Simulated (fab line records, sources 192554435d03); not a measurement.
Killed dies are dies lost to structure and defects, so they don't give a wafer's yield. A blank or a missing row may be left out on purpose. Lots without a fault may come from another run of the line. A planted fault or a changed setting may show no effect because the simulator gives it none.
fab line records | flow n5_finfet
record lots=24 wafers=72 last_day=18
route steps=1938 shown DUMMY_REMOVAL@378 HKMG_FIN@398
lots that met no fault: from a run of the same line without faults
start_h: hours from the record's first day to the start of the lot's first wafer shown | wait_h: hours since the lot's step before | " the same as in the row above | L1.1+2: a row that stands for several wafers | - no value, or no start given | * or withheld: withheld | < > ~ a bound
route shown NAME@n: a module of which the file shows steps, and the number in the route of the first | usual: mean/standard deviation of fault-free wafers | same: alike in all rows | chamber/n: place in a boat | sites: the reading at each site | _std_site: their standard deviation | _edge_site: outer sites' mean less inner sites' | radius_mm: how far each site lies from the wafer's centre | mask NAME#n: copy n | behind: the tool/chamber that last shaped the wafer | hold: why the lot was held/for how many hours/how that ended | device: the transistor (n, p or np) that didn't switch | end of line: the same wafers' tests at the end of the route | a step without rows: its recipe alone | killed: dies lost to structure and defects at the first sort, not the wafer's yield | map: a wafer's dies, x killed, . not, _ none there
set.NAME: the setting as run; set.NAME@STEP: as run at that earlier step | model.NAME: the simulator's own value behind a step, which no gauge read
steps of the route over a sample of lots; a table a step, a row a wafer
services: from which hour (start_h, from the record's first day; less than 0 if before it) a tool's chamber was out of use, for how many hours, and why
## steps
# step N5_DUMMY_REMOVAL_STRIP_10
# recipe chemistry=N2/H2 time_s=40 power_w=100 temp_c=40 pressure_mtorr=100 rf_frequency_hz=6e+07 bias_power_w=3 n2_flow_sccm=300 h2_flow_sccm=300
# usual drypump_motor_current_A=5.9/0.34 oes_product_au=0.76/0.082 rf_vpp_V=45.2/0.88 showerhead_plenum_p_Torr=3.30/0.11 throttle_valve_pct=12.20/0.2
# same time_s=40
# columns lot.wafer tool chamber start_h wait_h drypump_motor_current_A oes_product_au rf_hours_counter_h rf_vpp_V showerhead_plenum_p_Torr throttle_valve_pct
L074.1 rie_diel-06 0 69.73 0.0 5.5 0.70 197 45.6 3.20 12.35
L074.2 " 2 " " 5.9 0.70 211 45.9 3.48 12.31
L074.3 " 3 " " 6.0 0.81 92 44.6 3.25 12.04
L075.1 rie_diel-04 0 79.55 0.0 5.5 0.79 132 45.4 3.23 11.99
L075.4 " 1 " " 6.2 0.77 133 46.2 3.48 11.94
L075.6 " 3 " " 5.7 0.81 - 45.7 3.14 11.81
L076.3 rie_diel-03 2 80.59 0.0 6.6 0.69 222 45.2 3.31 12.06
L076.4 " 1 " " 5.7 0.75 160 45.6 3.23 12.35
L076.5 " 1 " " 5.6 0.76 - 44.4 3.23 12.37
L077.4 rie_diel-06 2 90.73 0.0 5.9 0.70 218 45.8 3.48 12.32
L077.5 " 2 " " 5.9 0.70 - 45.8 3.48 12.34
L077.6 " 3 " " 6.0 0.81 - 44.1 3.25 12.06
L078.2 rie_diel-03 0 96.67 0.0 5.9 0.93 10 46.5 3.44 12.18
L078.4 " 2 " " 6.6 0.69 - 45.7 3.31 12.08
L078.5 " 0 " " 5.8 0.94 - 45.7 3.44 12.16
L079.1 rie_diel-03 2 101.27 0.0 6.6 0.69 229 45.4 3.31 12.07
L079.2 " 0 " " 5.9 0.93 11 44.9 3.44 12.16
L079.3 " 3 " " 5.5 0.71 214 44.9 3.21 12.17
L080.2 rie_diel-03 3 109.23 0.0 5.5 0.71 216 44.9 3.21 12.19
L080.4 " 1 " " 5.6 0.74 170 44.5 3.22 12.37
L080.5 " 0 " " 5.8 0.91 - 44.3 3.44 12.17
L081.2 rie_diel-04 3 112.05 0.0 5.6 0.81 96 45.2 3.13 11.81
L081.3 " 0 " " 5.4 0.77 143 44.7 3.23 12.00
L081.5 " 2 " " 6.1 0.71 - 47.1 3.47 12.47
L082.1 rie_diel-04 2 121.08 0.0 6.1 0.71 229 45.3 3.46 12.46
L082.4 " 2 " " 6.0 0.71 - 46.9 3.47 12.48
L082.6 " 1 " " 6.2 0.76 - 44.0 3.47 11.97
L083.1 rie_diel-03 1 125.23 0.0 5.6 0.74 173 45.6 3.22 12.40
L083.3 " 3 " " 5.5 0.71 220 45.2 3.20 12.21
L083.4 " 2 " " 6.6 0.69 235 44.0 3.30 12.08
L084.1 rie_diel-06 3 132.10 0.0 6.0 0.79 111 44.0 3.24 12.09
L084.4 " 1 " " 6.2 0.96 12 45.1 3.32 12.11
L084.6 " 0 " " 5.5 0.70 - 44.2 3.19 12.38
L085.1 rie_diel-03 2 137.87 0.0 6.6 0.69 239 45.4 3.30 12.09
L085.2 " 3 " " 5.5 0.71 223 44.9 3.20 12.21
L085.3 " 1 " " 5.6 0.74 178 45.1 3.22 12.41
L086.3 rie_diel-03 0 144.24 0.0 5.9 0.90 23 44.6 3.43 12.19
L086.4 " 1 " " 5.6 0.74 180 44.2 3.22 12.40
L086.6 " 1 " " 5.6 0.74 - 45.5 3.22 12.43
L087.2 rie_diel-03 2 151.17 0.0 6.5 0.69 243 43.8 3.30 12.11
L087.3 " 0 " " 5.8 0.89 25 44.9 3.43 12.20
L087.4 " 1 " " 5.6 0.74 182 44.0 3.22 12.41
L088.3 rie_diel-04 0 159.34 0.0 5.4 0.77 159 44.5 3.22 12.07
L088.4 " 1 " " 6.2 0.75 - 45.3 3.47 12.00
L088.5 " 0 " " 5.4 0.76 - 44.1 3.22 12.07
L089.2 rie_diel-04 1 161.05 0.0 6.2 0.75 162 42.7 3.47 12.00
L089.4 " 0 " " 5.4 0.76 159 46.7 3.22 12.06
L089.5 " 0 " " 5.5 0.76 - 45.7 3.22 12.06
L090.1 rie_diel-03 3 171.01 0.0 5.5 0.70 232 45.2 3.20 12.23
L090.2 " 0 " " 5.9 0.89 30 45.5 3.43 12.22
L090.3 " 2 " " 6.6 0.68 248 45.9 3.30 12.13
L091.1 rie_diel-06 1 178.01 0.0 6.2 0.91 26 44.3 3.31 12.14
L091.5 " 3 " " 6.1 0.78 - 44.0 3.24 12.13
L091.6 " 0 " " 5.4 0.69 - 44.0 3.18 12.41
L092.1 rie_diel-04 2 178.80 0.0 6.1 0.69 247 46.0 3.46 12.51
L092.3 " 3 " " 5.6 0.78 113 45.8 3.12 11.86
L092.4 " 0 " " 5.5 0.75 165 43.8 3.22 12.07
L093.2 rie_diel-03 0 188.92 0.0 5.8 0.87 36 44.3 3.43 12.23
L093.4 " 1 " " 5.6 0.72 - 44.1 3.21 12.45
L093.6 " 0 " " 5.9 0.86 - 45.2 3.43 12.22
L094.2 rie_diel-03 3 190.30 0.0 5.5 0.70 239 45.3 3.19 12.25
L094.3 " 0 " " 5.9 0.87 36 46.4 3.43 12.22
L094.5 " 0 " " 5.9 0.88 - 45.9 3.43 12.22
L095.1 rie_diel-06 0 195.79 0.0 5.4 0.68 234 44.9 3.18 12.44
L095.4 " 2 " " 5.9 0.68 246 47.2 3.47 12.39
L095.6 " 3 " " 6.0 0.76 - 42.8 3.23 12.12
L096.1 rie_diel-06 0 209.91 0.0 5.5 0.68 237 46.3 3.18 12.44
L096.4 " 1 " " 6.2 0.90 34 44.3 3.31 12.15
L096.6 " 3 " " 6.0 0.77 - 45.3 3.23 12.14
L097.2 rie_diel-03 3 214.93 0.0 5.5 0.69 248 44.7 3.19 12.27
L097.5 " 3 " " 5.5 0.69 - 44.9 3.19 12.29
L097.6 " 2 " " 6.6 0.98 - 44.9 3.30 11.49
# step N5_HKMG_FIN_CD_MEAS_49
# recipe target_cd_nm=202 landing_energy_ev=500 detector=se_inlens polarity=opening
# usual cd_nm=201.7/0.7
# columns lot.wafer tool chamber start_h wait_h cd_nm
L074.1 cd_sem-02 0 71.35 - 202.1
L074.2 " 0 " " 200.8
L074.3 " 0 " " 201.2
L075.1 cd_sem-03 0 81.48 - 202.0
L075.4 " 0 " " 201.0
L075.6 " 0 " " 200.6
L076.3 cd_sem-01 0 82.53 - 201.4
L076.4 " 0 " " 201.8
L076.5 " 0 " " 203.2
L077.4 cd_sem-02 0 92.19 - 201.8
L077.5 " 0 " " 202.3
L077.6 " 0 " " 202.5
L078.2 cd_sem-01 0 98.15 - 202.1
L078.4 " 0 " " 200.7
L078.5 " 0 " " 200.8
L079.1 cd_sem-01 0 102.62 - 201.9
L079.2 " 0 " " 202.1
L079.3 " 0 " " 201.4
L080.2 cd_sem-02 0 110.70 - 201.9
L080.4 " 0 " " 201.9
L080.5 " 0 " " 201.7
L081.2 cd_sem-03 0 113.47 - 202.9
L081.3 " 0 " " 201.4
L081.5 " 0 " " 201.4
L082.1 cd_sem-01 0 122.65 - 200.3
L082.4 " 0 " " 201.2
L082.6 " 0 " " 201.2
L083.1 cd_sem-03 0 126.73 - 202.0
L083.3 " 0 " " 201.0
L083.4 " 0 " " 201.9
L084.1 cd_sem-03 0 133.44 - 202.7
L084.4 " 0 " " 202.3
L084.6 " 0 " " 201.3
L085.1 cd_sem-02 0 139.21 - 201.7
L085.2 " 0 " " 201.3
L085.3 " 0 " " 201.3
L086.3 cd_sem-03 0 145.58 - 203.7
L086.4 " 0 " " 202.0
L086.6 " 0 " " 200.7
L087.2 cd_sem-02 0 152.63 - 203.8
L087.3 " 0 " " 202.6
L087.4 " 0 " " 202.3
L088.3 cd_sem-02 0 160.68 - 201.7
L088.4 " 0 " " 201.7
L088.5 " 0 " " 201.6
L089.2 cd_sem-01 0 162.53 - 201.9
L089.4 " 0 " " 200.6
L089.5 " 0 " " 201.4
L090.1 cd_sem-02 0 172.50 - 201.9
L090.2 " 0 " " 203.1
L090.3 " 0 " " 203.0
L091.1 cd_sem-01 0 179.54 - 202.2
L091.5 " 0 " " 201.6
L091.6 " 0 " " 201.2
L092.1 cd_sem-02 0 180.41 - 202.6
L092.3 " 0 " " 201.6
L092.4 " 0 " " 200.3
L093.2 cd_sem-01 0 190.53 - 201.7
L093.4 " 0 " " 201.8
L093.6 " 0 " " 201.2
L094.2 cd_sem-01 0 191.97 - 201.1
L094.3 " 0 " " 201.2
L094.5 " 0 " " 202.0
L095.1 cd_sem-03 0 197.39 - 200.9
L095.4 " 0 " " 201.1
L095.6 " 0 " " 201.9
L096.1 cd_sem-03 0 211.60 - 201.7
L096.4 " 0 " " 201.6
L096.6 " 0 " " 202.2
L097.2 cd_sem-02 0 216.54 - 202.4
L097.5 " 0 " " 202.4
L097.6 " 0 " " 201.6
# step N5_HKMG_FIN_ETCH_55
# recipe chemistry=N2/H2 target=SOC target_depth_a=2400 temp_c=40 time_s=300 ion_energy_ev=200 mask_material=SiARC pressure_mtorr=30 source_w=840 bias_w=150 n2_flow_sccm=200 h2_flow_sccm=200
# usual drypump_motor_current_A=5.5/0.38 oes_product_au=0.81/0.08 rf_vpp_V=524.8/2.5 showerhead_plenum_p_Torr=2.58/0.086 throttle_valve_pct=17.9/0.32
# same time_s=300
# columns lot.wafer tool chamber start_h wait_h drypump_motor_current_A oes_product_au rf_hours_counter_h rf_vpp_V showerhead_plenum_p_Torr throttle_valve_pct
L074.1 rie_diel-05 1 71.55 0.0 5.6 0.82 97 529.1 2.64 17.2
L074.2 " 3 " " 5.1 0.89 43 525.5 2.62 18.1
L074.3 " 2 " " 5.2 0.71 213 525.1 2.64 18.0
L075.1 rie_diel-01 3 81.66 0.0 5.7 0.80 77 523.3 2.57 18.1
L075.4 " 3 " " 5.7 0.81 - 524.3 2.57 18.1
L075.6 " 2 " " 5.2 0.82 - 525.9 2.60 17.5
L076.3 rie_diel-05 0 82.77 0.0 5.4 0.99 17 524.1 2.47 17.8
L076.4 " 3 " " 5.1 0.88 46 524.0 2.62 18.1
L076.5 " 1 " " 5.6 0.81 - 527.4 2.64 17.2
L077.4 rie_diel-01 3 92.47 0.1 5.7 0.80 - 525.3 2.57 18.1
L077.5 " 2 " " 5.2 0.82 - 525.0 2.60 17.5
L077.6 " 0 " " 6.0 0.73 - 520.2 2.42 18.2
L078.2 rie_diel-02 1 98.66 0.0 5.0 0.80 73 527.7 2.70 17.8
L078.4 " 0 " " 4.8 0.79 129 524.8 2.57 17.9
L078.5 " 0 " " 4.9 0.78 - 525.7 2.57 17.9
L079.1 rie_diel-05 0 102.80 0.0 5.4 0.97 24 522.5 2.47 17.8
L079.2 " 2 " " 5.2 0.69 223 525.2 2.64 18.0
L079.3 " 1 " " 5.6 0.80 107 529.0 2.64 17.2
L080.2 rie_diel-01 2 110.88 0.0 5.2 0.81 58 525.5 2.59 17.5
L080.4 " 0 " " 6.0 0.71 - 520.1 2.42 18.2
L080.5 " 3 " " 5.7 0.79 - 524.4 2.56 18.1
L081.2 rie_diel-01 3 113.84 0.0 5.7 0.79 92 522.9 2.56 18.1
L081.3 " 0 " " 6.0 0.72 220 521.1 2.41 18.2
L081.5 " 0 " " 6.0 0.72 - 520.3 2.41 18.2
L082.1 rie_diel-02 2 122.84 0.0 6.3 0.86 39 529.4 2.67 17.5
L082.4 " 3 " " 5.2 0.80 115 523.6 2.57 18.0
L082.6 " 0 " " 4.9 0.79 - 522.7 2.56 17.9
L083.1 rie_diel-05 1 126.91 0.0 5.6 0.80 115 526.4 2.64 17.2
L083.3 " 2 " " 5.2 0.69 230 525.7 2.63 18.0
L083.4 " 3 " " 5.1 0.87 59 525.7 2.61 18.2
L084.1 rie_diel-05 3 133.69 0.0 5.1 0.87 62 525.3 2.61 18.2
L084.4 " 0 " " 5.4 0.95 35 523.2 2.47 17.9
L084.6 " 2 " " 5.2 0.69 - 524.3 2.63 18.0
L085.1 rie_diel-05 3 139.50 0.0 5.1 0.86 64 525.0 2.61 18.2
L085.2 " 1 " " 5.6 0.79 119 527.6 2.63 17.2
L085.3 " 2 " " 5.2 0.68 234 526.4 2.63 18.0
L086.3 rie_diel-02 0 146.02 0.0 4.9 0.77 147 522.9 2.56 17.9
L086.4 " 2 " " 6.3 0.85 44 527.7 2.66 17.5
L086.6 " 3 " " 5.2 0.79 - 523.5 2.57 18.0
L087.2 rie_diel-05 1 152.81 0.0 5.6 0.80 124 526.4 2.63 17.2
L087.3 " 3 " " 5.1 0.86 69 523.3 2.61 18.2
L087.4 " 2 " " 5.2 0.69 240 525.7 2.63 18.0
L088.3 rie_diel-01 2 160.86 0.0 5.2 0.79 78 524.0 2.58 17.5
L088.4 " 1 " " 5.7 0.89 19 527.7 2.72 18.1
L088.5 " 1 " " 5.7 0.89 - 528.1 2.72 18.1
L089.2 rie_diel-01 0 163.02 0.0 6.1 0.70 238 521.1 2.41 18.2
L089.4 " 3 " " 5.7 0.78 111 525.8 2.56 18.2
L089.5 " 0 " " 6.1 0.70 - 519.9 2.41 18.2
L090.1 rie_diel-05 0 172.80 0.0 5.4 0.91 49 523.8 2.46 17.9
L090.2 " 1 " " 5.6 0.77 133 525.5 2.63 17.2
L090.3 " 3 " " 5.1 0.84 77 525.1 2.60 18.2
L091.1 rie_diel-01 3 179.82 0.0 5.8 0.76 117 524.2 2.55 18.2
L091.5 " 3 " " 5.8 0.76 - 524.9 2.55 18.2
L091.6 " 2 " " 5.2 0.78 - 525.7 2.58 17.6
L092.1 rie_diel-01 3 180.60 0.0 5.7 0.76 118 523.9 2.55 18.2
L092.3 " 0 " " 6.0 0.70 245 520.0 2.40 18.2
L092.4 " 2 " " 5.2 0.77 86 526.1 2.58 17.5
L093.2 rie_diel-02 1 190.71 0.0 5.0 0.76 103 528.7 2.69 17.9
L093.4 " 2 " " 6.4 0.84 58 525.9 2.66 17.5
L093.6 " 3 " " 5.2 0.79 - 524.2 2.57 18.0
L094.2 rie_diel-05 0 192.20 0.0 5.4 0.92 56 521.8 2.46 17.9
L094.3 " 1 " " 5.6 0.77 140 527.8 2.63 17.3
L094.5 " 3 " " 5.1 0.84 - 523.2 2.60 18.2
L095.1 rie_diel-05 1 197.62 0.0 5.6 0.77 142 527.1 2.62 17.2
L095.4 " 1 " " 5.6 0.76 - 527.4 2.62 17.2
L095.6 " 0 " " 5.4 0.91 - 523.8 2.46 17.9
L096.1 rie_diel-05 0 211.84 0.0 5.4 0.90 65 522.5 2.45 17.9
L096.4 " 1 " " 5.6 0.76 148 528.1 2.62 17.3
L096.6 " 0 " " 5.4 0.89 - 522.3 2.45 17.9
L097.2 rie_diel-01 3 216.72 0.0 5.7 0.75 133 524.4 2.55 18.2
L097.5 " 0 " " 6.0 1.01 - 527.3 2.72 17.7
L097.6 " 1 " " 5.7 0.84 - 527.3 2.71 18.2
# step N5_HKMG_FIN_INSPECT_14
# recipe mode=adi inspect_instrument=macro
# usual raw_defect_count=2.0/1.3
# columns lot.wafer tool chamber start_h wait_h raw_defect_count
L074.1 defect_inspect-01 - 74.94 0.0 0
L074.2 " - " " 3
L074.3 " - " " 1
L075.1 defect_inspect-02 - 84.97 0.0 0
L075.4 " - " " 1
L075.6 " - " " 2
L076.3 defect_inspect-01 - 86.03 0.0 0
L076.4 " - " " 0
L076.5 " - " " 2
L077.4 defect_inspect-02 - 95.79 0.0 2
L077.5 " - " " 4
L077.6 " - " " 3
L078.2 defect_inspect-01 - 101.91 0.0 1
L078.4 " - " " 2
L078.5 " - " " 0
L079.1 defect_inspect-02 - 105.91 0.0 0
L079.2 " - " " 2
L079.3 " - " " 4
L080.2 defect_inspect-02 - 114.19 0.0 2
L080.4 " - " " 3
L080.5 " - " " 3
L081.2 defect_inspect-02 - 117.09 0.0 2
L081.3 " - " " 0
L081.5 " - " " 1
L082.1 defect_inspect-01 - 126.23 0.0 0
L082.4 " - " " 3
L082.6 " - " " 0
L083.1 defect_inspect-02 - 130.15 0.0 2
L083.3 " - " " 0
L083.4 " - " " 4
L084.1 defect_inspect-01 - 136.82 0.0 2
L084.4 " - " " 2
L084.6 " - " " 2
L085.1 defect_inspect-02 - 142.74 0.0 3
L085.2 " - " " 1
L085.3 " - " " 4
L086.3 defect_inspect-01 - 149.26 0.0 2
L086.4 " - " " 4
L086.6 " - " " 2
L087.2 defect_inspect-01 - 156.06 0.0 3
L087.3 " - " " 2
L087.4 " - " " 1
L088.3 defect_inspect-02 - 164.10 0.0 2
L088.4 " - " " 3
L088.5 " - " " 1
L089.2 defect_inspect-01 - 166.33 0.0 2
L089.4 " - " " 1
L089.5 " - " " 3
L090.1 defect_inspect-02 - 175.93 0.0 3
L090.2 " - " " 2
L090.3 " - " " 2
L091.1 defect_inspect-01 - 183.06 0.0 3
L091.5 " - " " 4
L091.6 " - " " 4
L092.1 defect_inspect-01 - 183.84 0.0 1
L092.3 " - " " 3
L092.4 " - " " 2
L093.2 defect_inspect-01 - 193.83 0.0 1
L093.4 " - " " 4
L093.6 " - " " 4
L094.2 defect_inspect-02 - 195.61 0.0 1
L094.3 " - " " 1
L094.5 " - " " 1
L095.1 defect_inspect-01 - 201.08 0.0 3
L095.4 " - " " 3
L095.6 " - " " 2
L096.1 defect_inspect-02 - 215.13 0.0 2
L096.4 " - " " 1
L096.6 " - " " 2
L097.2 defect_inspect-02 - 220.26 0.0 0
L097.5 " - " " 4
L097.6 " - " " 1
# step N5_HKMG_FIN_ETCH_32
# recipe chemistry=N2/H2 target=SOC target_depth_a=2400 temp_c=40 time_s=300 ion_energy_ev=200 mask_material=SiARC pressure_mtorr=30 source_w=840 bias_w=150 n2_flow_sccm=200 h2_flow_sccm=200
# usual drypump_motor_current_A=5.5/0.42 oes_product_au=0.80/0.074 rf_vpp_V=524.9/2.6 showerhead_plenum_p_Torr=2.58/0.09 throttle_valve_pct=17.9/0.3
# same time_s=300
# columns lot.wafer tool chamber start_h wait_h drypump_motor_current_A oes_product_au rf_hours_counter_h rf_vpp_V showerhead_plenum_p_Torr throttle_valve_pct
L074.1 rie_diel-05 0 75.07 0.0 5.4 1.01 15 523.4 2.48 17.8
L074.2 " 1 " " 5.6 0.81 98 527.6 2.64 17.2
L074.3 " 2 " " 5.1 0.70 214 525.0 2.64 18.0
L075.1 rie_diel-01 0 85.10 0.0 6.1 0.73 208 518.9 2.42 18.1
L075.4 " 3 " " 5.7 0.81 - 523.7 2.57 18.1
L075.6 " 2 " " 5.2 0.83 - 526.2 2.60 17.5
L076.3 rie_diel-05 0 86.16 0.0 5.4 1.00 18 523.4 2.47 17.8
L076.4 " 3 " " 5.1 0.88 47 526.6 2.62 18.1
L076.5 " 1 " " 5.6 0.81 - 525.8 2.64 17.2
L077.4 rie_diel-01 2 95.92 0.0 5.2 0.81 51 524.3 2.60 17.5
L077.5 " 1 " " 5.7 0.95 - 528.3 2.73 18.1
L077.6 " 2 " " 5.2 0.81 - 522.6 2.60 17.5
L078.2 rie_diel-01 0 102.03 0.0 6.1 0.72 215 519.5 2.42 18.2
L078.4 " 2 " " 5.2 0.81 - 526.3 2.59 17.5
L078.5 " 3 " " 5.7 0.79 - 524.2 2.57 18.1
L079.1 rie_diel-02 3 106.04 0.0 5.2 0.81 109 525.3 2.58 17.9
L079.2 " 2 " " 6.4 0.87 33 527.6 2.67 17.5
L079.3 " 1 " " 5.0 0.80 76 527.9 2.70 17.9
L080.2 rie_diel-02 2 114.58 0.0 6.4 0.86 36 527.0 2.67 17.5
L080.4 " 1 " " 5.0 0.79 79 529.2 2.70 17.9
L080.5 " 2 " " 6.3 0.86 - 527.5 2.67 17.5
L081.2 rie_diel-05 1 117.33 0.0 5.6 0.80 111 526.8 2.64 17.2
L081.3 " 0 " " 5.4 0.97 28 522.7 2.47 17.9
L081.5 " 0 " " 5.4 0.96 - 522.6 2.47 17.8
L082.1 rie_diel-02 0 126.35 0.0 4.9 0.78 139 525.0 2.56 17.9
L082.4 " 3 " " 5.2 0.80 116 523.7 2.57 18.0
L082.6 " 1 " " 5.0 0.78 - 528.0 2.70 17.9
L083.1 rie_diel-01 2 130.69 0.0 5.2 0.79 66 525.9 2.59 17.5
L083.3 " 3 " " 5.7 0.78 98 523.7 2.56 18.2
L083.4 " 0 " " 6.1 0.71 226 518.6 2.41 18.2
L084.1 rie_diel-01 3 136.95 0.0 5.7 0.79 100 524.4 2.56 18.1
L084.4 " 0 " " 6.0 0.71 228 518.7 2.41 18.2
L084.6 " 3 " " 5.7 0.79 - 524.6 2.56 18.1
L085.1 rie_diel-02 3 142.86 0.0 5.2 0.79 123 523.2 2.57 18.0
L085.2 " 0 " " 4.9 0.77 145 524.8 2.56 17.9
L085.3 " 1 " " 5.0 0.77 90 526.8 2.70 17.9
L086.3 rie_diel-01 2 149.51 0.0 5.2 0.78 74 524.4 2.59 17.5
L086.4 " 3 " " 5.8 0.78 105 525.4 2.56 18.2
L086.6 " 3 " " 5.7 0.78 - 524.4 2.56 18.2
L087.2 rie_diel-01 2 156.35 0.0 5.2 0.78 76 525.8 2.58 17.5
L087.3 " 0 " " 6.0 0.70 235 519.9 2.41 18.2
L087.4 " 3 " " 5.7 0.77 108 524.7 2.56 18.2
L088.3 rie_diel-05 1 164.23 0.0 5.6 0.78 129 527.3 2.63 17.2
L088.4 " 1 " " 5.6 0.78 - 525.9 2.63 17.2
L088.5 " 0 " " 5.4 0.94 - 522.4 2.46 17.9
L089.2 rie_diel-01 1 167.30 0.0 5.7 0.88 22 527.3 2.72 18.1
L089.4 " 0 " " 6.0 0.69 240 520.6 2.41 18.2
L089.5 " 1 " " 5.7 0.88 - 529.8 2.72 18.1
L090.1 rie_diel-02 3 176.06 0.0 5.2 0.79 131 524.5 2.57 18.0
L090.2 " 2 " " 6.4 0.84 50 526.9 2.66 17.5
L090.3 " 1 " " 5.0 0.76 96 525.2 2.69 17.9
L091.1 rie_diel-01 0 183.18 0.0 6.1 0.69 247 520.5 2.40 18.2
L091.5 " 3 " " 5.7 0.76 - 525.6 2.55 18.2
L091.6 " 0 " " 6.0 0.69 - 520.5 2.40 18.2
L092.1 rie_diel-05 3 183.97 0.0 5.1 0.84 81 525.2 2.60 18.2
L092.3 " 2 " " 5.2 0.67 249 526.5 2.63 18.0
L092.4 " 1 " " 5.6 0.77 137 526.5 2.63 17.2
L093.2 rie_diel-01 3 193.96 0.0 5.7 0.75 123 523.5 2.55 18.2
L093.4 " 2 " " 5.2 0.76 90 523.3 2.58 17.6
L093.6 " 0 " " 6.0 0.69 - 519.8 2.40 18.2
L094.2 rie_diel-02 0 195.74 0.0 4.9 0.76 156 523.7 2.56 17.9
L094.3 " 2 " " 6.4 0.84 59 527.8 2.66 17.5
L094.5 " 1 " " 4.9 0.77 - 528.3 2.69 17.9
L095.1 rie_diel-05 0 201.21 0.0 5.4 0.89 61 523.2 2.46 17.9
L095.4 " 3 " " 5.1 0.83 - 527.0 2.60 18.2
L095.6 " 0 " " 5.4 0.90 - 522.3 2.46 17.9
L096.1 rie_diel-02 0 215.71 0.0 4.9 0.76 162 524.4 2.55 18.0
L096.4 " 2 " " 6.4 0.82 65 528.6 2.65 17.5
L096.6 " 0 " " 4.9 0.75 - 525.6 2.55 17.9
L097.2 rie_diel-05 0 220.38 0.0 5.4 0.89 69 522.7 2.45 17.9
L097.5 " 2 " " 5.2 0.97 - 526.4 2.62 17.6
L097.6 " 3 " " 5.1 0.81 - 523.4 2.59 18.2
# step N5_HKMG_FIN_ALD_71
# recipe material=TiN target_thk_a=10 temp_c=400 ald_precursor_family=TiCl4 ald_co_reactant=NH3 pulse_time_s=1 purge_time_s=3 co_reactant_purge_time_s=2 co_reactant_pulse_time_s=2 ald_cycles=47 pressure_torr=3
# usual heater_power_w=874/140 precursor_pulse_height_rel=1.002/0.018
# same co_reactant_pulse_time_s=2
# columns lot.wafer tool chamber start_h wait_h heater_power_w precursor_pulse_height_rel
L074.1 ald_metal-01 0 77.03 0.0 848 0.999
L074.2 " 3 " " 814 1.034
L074.3 " 2 " " 1005 0.980
L075.1 ald_metal-02 3 87.06 0.0 660 1.039
L075.4 " 2 " " 990 0.977
L075.6 " 0 " " 1023 1.029
L076.3 ald_metal-01 0 88.12 0.0 842 1.011
L076.4 " 3 " " 819 0.994
L076.5 " 3 " " 840 1.003
L077.4 ald_metal-02 1 97.92 0.0 657 1.014
L077.5 " 2 " " 1020 1.037
L077.6 " 1 " " 661 1.004
L078.2 ald_metal-03 2 104.03 0.0 951 0.986
L078.4 " 0 " " 729 1.006
L078.5 " 3 " " 791 1.017
L079.1 ald_metal-02 3 108.01 0.0 671 0.939
L079.2 " 1 " " 650 0.995
L079.3 " 0 " " 979 1.010
L080.2 ald_metal-01 3 117.25 0.0 831 0.984
L080.4 " 3 " " 852 1.003
L080.5 " 1 " " 960 0.993
L081.2 ald_metal-01 2 119.49 0.0 1022 0.970
L081.3 " 1 " " 981 1.003
L081.5 " 2 " " 1011 1.013
L082.1 ald_metal-03 1 128.62 0.0 1054 0.970
L082.4 " 2 " " 927 1.013
L082.6 " 3 " " 794 1.005
L083.1 ald_metal-02 2 132.76 0.0 1011 0.987
L083.3 " 3 " " 663 1.006
L083.4 " 1 " " 651 0.989
L084.1 ald_metal-01 1 138.92 0.0 999 1.015
L084.4 " 2 " " 1022 1.009
L084.6 " 1 " " 972 0.978
L085.1 ald_metal-03 2 144.91 0.0 939 0.965
L085.2 " 0 " " 719 0.990
L085.3 " 3 " " 782 1.008
L086.3 ald_metal-03 3 151.49 0.0 795 1.007
L086.4 " 0 " " 736 1.026
L086.6 " 0 " " 697 0.991
L087.2 ald_metal-03 3 158.30 0.0 794 0.988
L087.3 " 1 " " 1082 1.014
L087.4 " 2 " " 942 1.025
L088.3 ald_metal-02 2 166.34 0.0 1004 1.020
L088.4 " 1 " " 650 1.035
L088.5 " 0 " " 1013 1.001
L089.2 ald_metal-01 2 169.26 0.0 1024 1.009
L089.4 " 0 " " 842 0.982
L089.5 " 0 " " 845 1.003
L090.1 ald_metal-02 3 178.02 0.0 678 0.980
L090.2 " 1 " " 634 1.011
L090.3 " 0 " " 1018 0.999
L091.1 ald_metal-01 0 185.15 0.0 847 0.992
L091.5 " 3 " " 826 0.958
L091.6 " 2 " " 1027 1.017
L092.1 ald_metal-01 3 185.93 0.0 829 0.980
L092.3 " 2 " " 1001 0.992
L092.4 " 0 " " 829 1.005
L093.2 ald_metal-03 0 195.92 0.0 725 0.982
L093.4 " 1 " " 1086 1.012
L093.6 " 1 " " 1074 1.009
L094.2 ald_metal-03 0 197.70 0.0 725 1.008
L094.3 " 1 " " 1071 0.991
L094.5 " 3 " " 776 1.033
L095.1 ald_metal-02 0 203.34 0.0 1020 0.986
L095.4 " 1 " " 638 1.017
L095.6 " 0 " " 1016 1.015
L096.1 ald_metal-02 0 217.80 0.0 995 0.981
L096.4 " 2 " " 1000 0.988
L096.6 " 2 " " 1018 0.986
L097.2 ald_metal-01 3 222.35 0.0 817 1.001
L097.5 " 0 " " 858 1.009
L097.6 " 1 " " 977 0.997
## services
# columns tool chamber start_h hours kind
ald_metal-02 - 45.96 0.2 repair
rie_diel-05 0 53.76 11.6 repair
rie_diel-04 0 66.29 10.2 repair
rie_diel-01 1 76.89 - clean
rie_diel-01 1 76.89 - consumable_replace:focus_ring
rie_diel-01 1 76.89 - consumable_replace:showerhead
rie_diel-01 1 76.89 15.8 scheduled_down
rie_diel-01 1 76.89 15.8 vent_cycle
rie_diel-04 2 90.08 1.8 repair
rie_diel-03 3 92.22 7.2 repair
ald_metal-01 0 109.66 17.9 repair
rie_diel-05 - 112.03 4.3 pm
rie_diel-02 2 136.70 8.8 repair
rie_diel-04 - 136.74 2.8 pm
rie_diel-02 - 154.74 14.6 pm
rie_diel-04 2 157.46 2.1 repair
rie_diel-05 2 159.38 5.2 repair
rie_diel-02 1 170.92 3.2 repair
rie_diel-06 2 178.37 10.6 repair
rie_diel-02 - 201.05 2.8 pm
rie_diel-06 - 201.59 2.8 pm
ald_metal-01 - 201.96 1.6 repair
rie_diel-04 0 209.83 5.8 repair
ald_metal-02 - 218.63 1.0 repair
## key
fault none
